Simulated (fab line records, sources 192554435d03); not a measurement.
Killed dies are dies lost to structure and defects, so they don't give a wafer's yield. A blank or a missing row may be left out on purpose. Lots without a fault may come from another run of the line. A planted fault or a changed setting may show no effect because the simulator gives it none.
Which tool did it? | flow n5_finfet | 24 lots, 72 wafers sampled, at 6 steps of a route of 1938

WHAT THE GAUGES READ, wafer by wafer
N5_BEOL_M5_CD_MEAS_18: pitch 56 nm, target cd 28 nm. Usual: cd_nm 28.1 nm, standard deviation 0.32.
lot  | measured     | on        | cd_nm (nm)     | flag
L075 | day 9 14:56  | cd_sem-03 | 27.4 28.2 27.6 |
L074 | day 9 15:02  | cd_sem-03 | 28.0 28.0 28.3 |
L078 | day 9 18:50  | cd_sem-03 | 28.0 28.2 28.0 |
L077 | day 10 02:46 | cd_sem-01 | 28.1 27.9 28.2 |
L076 | day 10 05:58 | cd_sem-02 | 28.2 27.6 28.2 |
L079 | day 10 11:38 | cd_sem-02 | 27.7 28.2 27.8 |
L080 | day 10 13:43 | cd_sem-01 | 27.5 27.6 28.2 |
L081 | day 11 00:20 | cd_sem-02 | 28.1 28.1 28.1 |
L082 | day 11 03:23 | cd_sem-03 | 28.2 28.1 28.3 |
L083 | day 11 13:23 | cd_sem-01 | 27.5 27.7 27.8 |
L085 | day 11 17:49 | cd_sem-03 | 27.8 28.7 28.4 |
L084 | day 11 21:33 | cd_sem-01 | 28.1 28.2 27.9 |
L086 | day 11 21:47 | cd_sem-02 | 28.4 28.6 28.0 |
L087 | day 12 11:14 | cd_sem-01 | 27.9 28.1 28.5 |
L088 | day 12 20:04 | cd_sem-02 | 28.1 28.5 28.3 |
L089 | day 13 00:37 | cd_sem-03 | 28.5 28.2 27.9 |
L090 | day 13 06:35 | cd_sem-03 | 28.1 28.5 27.5 |
L091 | day 13 09:35 | cd_sem-01 | 28.0 28.2 28.1 |
L093 | day 13 13:12 | cd_sem-03 | 28.0 28.1 27.7 |
L092 | day 13 17:19 | cd_sem-02 | 28.0 27.7 28.1 |
L094 | day 14 10:41 | cd_sem-01 | 28.4 27.7 27.7 |
L096 | day 14 11:11 | cd_sem-03 | 28.2 28.2 28.5 |
L095 | day 14 19:52 | cd_sem-03 | 28.0 28.4 28.3 |
L097 | day 14 19:59 | cd_sem-03 | 27.8 27.8 27.1 |

N5_BEOL_M6_OVL_MEAS_12. Usual: M6_OVL 0.1 nm, standard deviation 0.79.
lot  | measured     | on         | M6_OVL (nm)    | flag
L075 | day 10 02:40 | overlay-01 | 0.4 -0.3 0.3   |
L074 | day 10 03:00 | overlay-01 | 0.2 -0.9 0.2   |
L078 | day 10 07:42 | overlay-02 | -0.9 -0.5 0.3  |
L077 | day 10 13:15 | overlay-01 | 0.9 -0.2 0.6   |
L076 | day 10 20:32 | overlay-01 | -0.7 -0.2 -1.2 |
L079 | day 10 22:53 | overlay-01 | 0.6 0.0 1.5    |
L080 | day 10 23:55 | overlay-01 | -1.4 -1.4 0.6  |
L081 | day 11 12:33 | overlay-01 | 0.9 0.8 -0.5   |
L082 | day 11 17:10 | overlay-02 | 0.4 0.5 -0.9   |
L083 | day 12 03:01 | overlay-01 | -0.5 0.8 0.3   |
L085 | day 12 06:43 | overlay-01 | -0.3 1.0 -0.4  |
L084 | day 12 09:36 | overlay-02 | -0.6 -0.1 -1.0 |
L086 | day 12 09:11 | overlay-02 | -0.5 -0.1 -0.4 |
L087 | day 12 23:50 | overlay-01 | -0.1 -0.8 0.3  |
L088 | day 13 08:29 | overlay-01 | 0.8 2.1 1.9    |
L089 | day 13 17:18 | overlay-02 | -1.1 -0.8 0.7  |
L090 | day 13 23:00 | overlay-02 | 0.6 0.0 -0.2   |
L091 | day 13 23:14 | overlay-02 | 0.5 1.5 0.9    |
L093 | day 14 02:52 | overlay-01 | 0.4 -0.3 -0.5  |
L092 | day 14 08:49 | overlay-01 | -0.6 1.1 1.6   |
L094 | day 14 22:22 | overlay-02 | 0.0 -1.5 0.2   |
L096 | day 14 22:35 | overlay-02 | 1.2 -0.3 0.5   |
L095 | day 15 05:52 | overlay-02 | 0.3 -1.3 0.5   |
L097 | day 15 07:10 | overlay-01 | 0.5 -1.1 0.2   |

WHICH TOOL RAN EACH LOT (tool, then ch and the chambers of the sampled wafers, then the start)
lot  | N5_BEOL_M5_DESCUM_33               | N5_BEOL_M5_VIA_ETCH_34             | N5_BEOL_M5_CURE_80            | N5_BEOL_M5_SPUTTER_90
L075 | rie_diel-03 ch 0,2,3, day 9 15:22  | rie_diel-03 ch 0,2,3, day 9 15:33  | uv_cure-02 ch 1, day 9 16:02  | pvd_sputter-03, day 9 21:32
L074 | rie_diel-06 ch 1,2, day 9 15:31    | rie_diel-06 ch 1,2, day 9 15:41    | uv_cure-03 ch 0, day 9 16:16  | pvd_sputter-01, day 9 22:14
L078 | rie_diel-03 ch 1,2, day 9 21:49    | rie_diel-03 ch 1,2, day 9 22:00    | uv_cure-03 ch 0, day 9 22:26  | pvd_sputter-02, day 10 04:33
L077 | rie_diel-01 ch 1,2,3, day 10 03:20 | rie_diel-01 ch 1,2,3, day 10 03:31 | uv_cure-03 ch 1, day 10 04:00 | pvd_sputter-01, day 10 10:18
L076 | rie_diel-06 ch 0,1,3, day 10 09:44 | rie_diel-06 ch 0,1,3, day 10 09:55 | uv_cure-03 ch 2, day 10 10:25 | pvd_sputter-02, day 10 15:59
L079 | rie_diel-06 ch 0,2, day 10 12:05   | rie_diel-06 ch 0,2, day 10 12:16   | uv_cure-01 ch 2, day 10 12:42 | pvd_sputter-01, day 10 19:31
L080 | rie_diel-06 ch 0,2,3, day 10 15:12 | rie_diel-06 ch 0,2,3, day 10 15:23 | uv_cure-02 ch 2, day 10 15:49 | pvd_sputter-02, day 10 21:29
L081 | rie_diel-06 ch 0,1,3, day 11 01:55 | rie_diel-06 ch 0,1,3, day 11 02:05 | uv_cure-01 ch 0, day 11 02:38 | pvd_sputter-03, day 11 08:26
L082 | rie_diel-01 ch 0,3, day 11 07:25   | rie_diel-01 ch 0,3, day 11 07:35   | uv_cure-01 ch 1, day 11 08:20 | pvd_sputter-03, day 11 13:44
L083 | rie_diel-03 ch 0,1,2, day 11 16:25 | rie_diel-03 ch 0,1,2, day 11 16:35 | uv_cure-02 ch 2, day 11 17:30 | pvd_sputter-01, day 12 00:37
L085 | rie_diel-01 ch 0,1, day 11 19:42   | rie_diel-01 ch 0,1, day 11 19:53   | uv_cure-02 ch 1, day 11 20:35 | pvd_sputter-02, day 12 01:59
L084 | rie_diel-06 ch 0,2, day 12 00:10   | rie_diel-06 ch 0,2, day 12 00:20   | uv_cure-01 ch 0, day 12 00:46 | pvd_sputter-03, day 12 06:32
L086 | rie_diel-03 ch 2,3, day 11 23:08   | rie_diel-03 ch 2,3, day 11 23:19   | uv_cure-03 ch 1, day 11 23:47 | pvd_sputter-01, day 12 05:46
L087 | rie_diel-01 ch 0,1, day 12 14:22   | rie_diel-01 ch 0,1, day 12 14:32   | uv_cure-02 ch 1, day 12 15:07 | pvd_sputter-03, day 12 20:48
L088 | rie_diel-06 ch 0,1,3, day 12 21:20 | rie_diel-06 ch 0,1,3, day 12 21:31 | uv_cure-01 ch 0, day 12 22:13 | pvd_sputter-03, day 13 04:22
L089 | rie_diel-01 ch 1,2, day 13 03:58   | rie_diel-01 ch 1,2, day 13 04:09   | uv_cure-01 ch 1, day 13 04:35 | pvd_sputter-02, day 13 11:28
L090 | rie_diel-01 ch 1,2,3, day 13 08:07 | rie_diel-01 ch 1,2,3, day 13 08:17 | uv_cure-02 ch 2, day 13 08:49 | pvd_sputter-01, day 13 15:41
L091 | rie_diel-01 ch 0,1,2, day 13 10:53 | rie_diel-01 ch 0,1,2, day 13 11:04 | uv_cure-03 ch 0, day 13 11:31 | pvd_sputter-03, day 13 17:29
L093 | rie_diel-01 ch 0,1,3, day 13 15:47 | rie_diel-01 ch 0,1,3, day 13 15:58 | uv_cure-01 ch 2, day 13 16:30 | pvd_sputter-02, day 13 22:14
L092 | rie_diel-01 ch 0,2, day 13 17:53   | rie_diel-01 ch 0,2, day 13 18:04   | uv_cure-01 ch 1, day 13 18:30 | pvd_sputter-01, day 14 01:55
L094 | rie_diel-06 ch 1,2, day 14 11:26   | rie_diel-06 ch 1,2, day 14 11:37   | uv_cure-01 ch 1, day 14 12:05 | pvd_sputter-01, day 14 18:06
L096 | rie_diel-06 ch 1,2,3, day 14 12:21 | rie_diel-06 ch 1,2,3, day 14 12:32 | uv_cure-01 ch 2, day 14 13:01 | pvd_sputter-03, day 14 18:17
L095 | rie_diel-01 ch 0,1, day 14 21:49   | rie_diel-01 ch 0,1, day 14 21:59   | uv_cure-01 ch 0, day 14 22:26 | pvd_sputter-03, day 15 03:41
L097 | rie_diel-06 ch 2,3, day 14 22:15   | rie_diel-06 ch 2,3, day 14 22:26   | uv_cure-02 ch 1, day 14 22:58 | pvd_sputter-02, day 15 04:04
- N5_BEOL_M5_DESCUM_33: chemistry O2, time 7 s.
- N5_BEOL_M5_VIA_ETCH_34: etches SiCOH lowk in C4F6/O2, target depth 88.3 nm, time 39.2 s.
- N5_BEOL_M5_CURE_80: cures SiCOH lowk, time 120 s.
- N5_BEOL_M5_SPUTTER_90: material Cu, target thk 4.5 nm, time 8.29 s.

WHAT THE TOOLS THEMSELVES READ (means of the sampled wafers that have a number; where no wafer has one, the mark that the record gives instead)
N5_BEOL_M5_DESCUM_33. Usual: drypump_motor_current_A 5.8 A, standard deviation 0.5; oes_product_au 0.78 a.u., standard deviation 0.073; rf_vpp_V 243.1 V, standard deviation 1.4; showerhead_plenum_p_Torr 2.10 Torr, standard deviation 0.061; throttle_valve_pct 20.44 %, standard deviation 0.28.
lot  | tool        | drypump_motor_current_A (A) | oes_product_au (a.u.) | rf_vpp_V (V) | showerhead_plenum_p_Torr (Torr) | throttle_valve_pct (%) | flag
L075 | rie_diel-03 | 5.1                         | 0.82                  | 242.9        | 2.09                            | 20.44                  |
L074 | rie_diel-06 | 5.7                         | 0.81                  | 243.6        | 2.15                            | 20.31                  |
L078 | rie_diel-03 | 5.0                         | 0.81                  | 242.4        | 2.06                            | 20.65                  |
L077 | rie_diel-01 | 5.9                         | 0.77                  | 242.4        | 2.09                            | 20.45                  |
L076 | rie_diel-06 | 5.9                         | 0.85                  | 243.8        | 2.12                            | 20.26                  |
L079 | rie_diel-06 | 6.4                         | 0.84                  | 244.1        | 2.13                            | 19.97                  |
L080 | rie_diel-06 | 6.2                         | 0.78                  | 243.9        | 2.13                            | 20.18                  |
L081 | rie_diel-06 | 5.9                         | 0.84                  | 243.3        | 2.12                            | 20.27                  |
L082 | rie_diel-01 | 6.1                         | 0.74                  | 243.2        | 2.08                            | 20.59                  |
L083 | rie_diel-03 | 5.2                         | 0.82                  | 243.0        | 2.09                            | 20.53                  |
L085 | rie_diel-01 | 5.9                         | 0.70                  | 241.6        | 2.03                            | 20.72                  |
L084 | rie_diel-06 | 6.2                         | 0.78                  | 244.1        | 2.14                            | 20.12                  |
L086 | rie_diel-03 | 5.0                         | 0.76                  | 242.4        | 2.09                            | 20.55                  |
L087 | rie_diel-01 | 5.9                         | 0.69                  | 243.3        | 2.06                            | 20.77                  |
L088 | rie_diel-06 | 5.9                         | 0.82                  | 243.1        | 2.12                            | 20.29                  |
L089 | rie_diel-01 | 5.9                         | 0.72                  | 244.0        | 2.13                            | 20.61                  |
L090 | rie_diel-01 | 6.0                         | 0.75                  | 242.7        | 2.08                            | 20.49                  |
L091 | rie_diel-01 | 5.9                         | 0.71                  | 243.0        | 2.10                            | 20.71                  |
L093 | rie_diel-01 | 6.0                         | 0.72                  | 242.0        | 2.04                            | 20.57                  |
L092 | rie_diel-01 | 5.9                         | 0.73                  | 244.1        | 2.16                            | 20.68                  |
L094 | rie_diel-06 | 5.5                         | 0.80                  | 243.8        | 2.14                            | 20.45                  |
L096 | rie_diel-06 | 5.7                         | 0.76                  | 243.8        | 2.13                            | 20.46                  |
L095 | rie_diel-01 | 5.9                         | 0.68                  | 241.6        | 2.02                            | 20.75                  |
L097 | rie_diel-06 | 6.0                         | 0.71                  | 244.5        | 2.12                            | 20.37                  |

N5_BEOL_M5_VIA_ETCH_34. Usual: drypump_motor_current_A 5.8 A, standard deviation 0.5; oes_product_au 0.78 a.u., standard deviation 0.074; rf_vpp_V 669 V, standard deviation 8.7; showerhead_plenum_p_Torr 2.85 Torr, standard deviation 0.088; throttle_valve_pct 20.86 %, standard deviation 0.28.
lot  | tool        | drypump_motor_current_A (A) | oes_product_au (a.u.) | rf_vpp_V (V) | showerhead_plenum_p_Torr (Torr) | throttle_valve_pct (%) | flag
L075 | rie_diel-03 | 5.1                         | 0.82                  | 667          | 2.84                            | 20.84                  |
L074 | rie_diel-06 | 5.7                         | 0.80                  | 669          | 2.96                            | 21.03                  |
L078 | rie_diel-03 | 5.0                         | 0.80                  | 667          | 2.79                            | 21.01                  |
L077 | rie_diel-01 | 6.0                         | 0.78                  | 671          | 2.83                            | 20.84                  |
L076 | rie_diel-06 | 5.9                         | 0.85                  | 664          | 2.88                            | 20.71                  |
L079 | rie_diel-06 | 6.4                         | 0.84                  | 667          | 2.92                            | 20.51                  |
L080 | rie_diel-06 | 6.2                         | 0.78                  | 672          | 2.90                            | 20.66                  |
L081 | rie_diel-06 | 5.9                         | 0.84                  | 663          | 2.88                            | 20.71                  |
L082 | rie_diel-01 | 6.1                         | 0.75                  | 677          | 2.80                            | 20.85                  |
L083 | rie_diel-03 | 5.2                         | 0.81                  | 671          | 2.83                            | 20.91                  |
L085 | rie_diel-01 | 5.9                         | 0.70                  | 670          | 2.75                            | 21.09                  |
L084 | rie_diel-06 | 6.2                         | 0.77                  | 673          | 2.95                            | 20.76                  |
L086 | rie_diel-03 | 5.0                         | 0.77                  | 658          | 2.83                            | 20.90                  |
L087 | rie_diel-01 | 6.0                         | 0.69                  | 676          | 2.78                            | 21.07                  |
L088 | rie_diel-06 | 5.9                         | 0.82                  | 664          | 2.87                            | 20.73                  |
L089 | rie_diel-01 | 5.8                         | 0.74                  | 673          | 2.89                            | 21.02                  |
L090 | rie_diel-01 | 6.0                         | 0.75                  | 671          | 2.81                            | 20.87                  |
L091 | rie_diel-01 | 5.9                         | 0.71                  | 674          | 2.83                            | 21.06                  |
L093 | rie_diel-01 | 6.0                         | 0.73                  | 671          | 2.76                            | 20.90                  |
L092 | rie_diel-01 | 5.9                         | 0.72                  | 677          | 2.91                            | 21.00                  |
L094 | rie_diel-06 | 5.5                         | 0.81                  | 661          | 2.93                            | 21.13                  |
L096 | rie_diel-06 | 5.7                         | 0.76                  | 668          | 2.90                            | 21.00                  |
L095 | rie_diel-01 | 5.9                         | 0.67                  | 671          | 2.74                            | 21.12                  |
L097 | rie_diel-06 | 6.0                         | 0.71                  | 675          | 2.92                            | 20.96                  |

N5_BEOL_M5_CURE_80. Usual: lamp_power_pct 52.32 %, standard deviation 0.05; wafer_temp_C_max 371.9, standard deviation 0.71.
lot  | tool       | lamp_power_pct (%) | wafer_temp_C_max | flag
L075 | uv_cure-02 | 52.33              | 372.7            |
L074 | uv_cure-03 | 52.31              | 371.9            |
L078 | uv_cure-03 | 52.32              | 371.5            |
L077 | uv_cure-03 | 52.35              | 372.0            |
L076 | uv_cure-03 | 52.37              | 371.2            |
L079 | uv_cure-01 | 52.28              | 370.8            |
L080 | uv_cure-02 | 52.32              | 372.2            |
L081 | uv_cure-01 | 52.37              | 372.2            |
L082 | uv_cure-01 | 52.32              | 371.9            |
L083 | uv_cure-02 | 52.30              | 371.8            |
L085 | uv_cure-02 | 52.34              | 372.5            |
L084 | uv_cure-01 | 52.30              | 371.6            |
L086 | uv_cure-03 | 52.33              | 372.3            |
L087 | uv_cure-02 | 52.32              | 372.9            |
L088 | uv_cure-01 | 52.33              | 372.3            |
L089 | uv_cure-01 | 52.33              | 372.8            |
L090 | uv_cure-02 | 52.34              | 371.9            |
L091 | uv_cure-03 | 52.32              | 371.6            |
L093 | uv_cure-01 | 52.28              | 370.8            |
L092 | uv_cure-01 | 52.30              | 372.0            |
L094 | uv_cure-01 | 52.33              | 372.4            |
L096 | uv_cure-01 | 52.30              | 370.8            |
L095 | uv_cure-01 | 52.28              | 372.1            |
L097 | uv_cure-02 | 52.33              | 373.2            |

N5_BEOL_M5_SPUTTER_90. Usual: throttle_valve_pct 30.3 %, standard deviation 0.93.
lot  | tool           | throttle_valve_pct (%) | flag
L075 | pvd_sputter-03 | 31.5                   |
L074 | pvd_sputter-01 | 29.7                   |
L078 | pvd_sputter-02 | 31.1                   |
L077 | pvd_sputter-01 | 29.3                   |
L076 | pvd_sputter-02 | 29.7                   |
L079 | pvd_sputter-01 | 29.5                   |
L080 | pvd_sputter-02 | 30.4                   |
L081 | pvd_sputter-03 | 30.4                   |
L082 | pvd_sputter-03 | 31.0                   |
L083 | pvd_sputter-01 | 29.6                   |
L085 | pvd_sputter-02 | 31.0                   |
L084 | pvd_sputter-03 | 31.5                   |
L086 | pvd_sputter-01 | 30.1                   |
L087 | pvd_sputter-03 | 30.2                   |
L088 | pvd_sputter-03 | 30.9                   |
L089 | pvd_sputter-02 | 30.6                   |
L090 | pvd_sputter-01 | 30.3                   |
L091 | pvd_sputter-03 | 31.0                   |
L093 | pvd_sputter-02 | 30.0                   |
L092 | pvd_sputter-01 | 28.8                   |
L094 | pvd_sputter-01 | 30.2                   |
L096 | pvd_sputter-03 | 31.1                   |
L095 | pvd_sputter-03 | 30.3                   |
L097 | pvd_sputter-02 | 30.5                   |

THE ANSWER, worked out from the rows above alone
Rule: a lot is off if the mean of its wafers that have a number lies more than 3 standard deviations from the usual mean. A lot without any number at a reading at which 4 lots or more have one is off too. The other lots that the step has rows for count as sound. The gauges are gone through in route order, then the tools' own readings, and for those a lot's mean is taken as printed above. The first step at which some lot is off is used, and at that step the reading that is off furthest; a lot without a number counts as furthest.
No lot is off at any reading shown: from this, nothing can be told.

WHAT THE SIMULATOR HAD PUT IN
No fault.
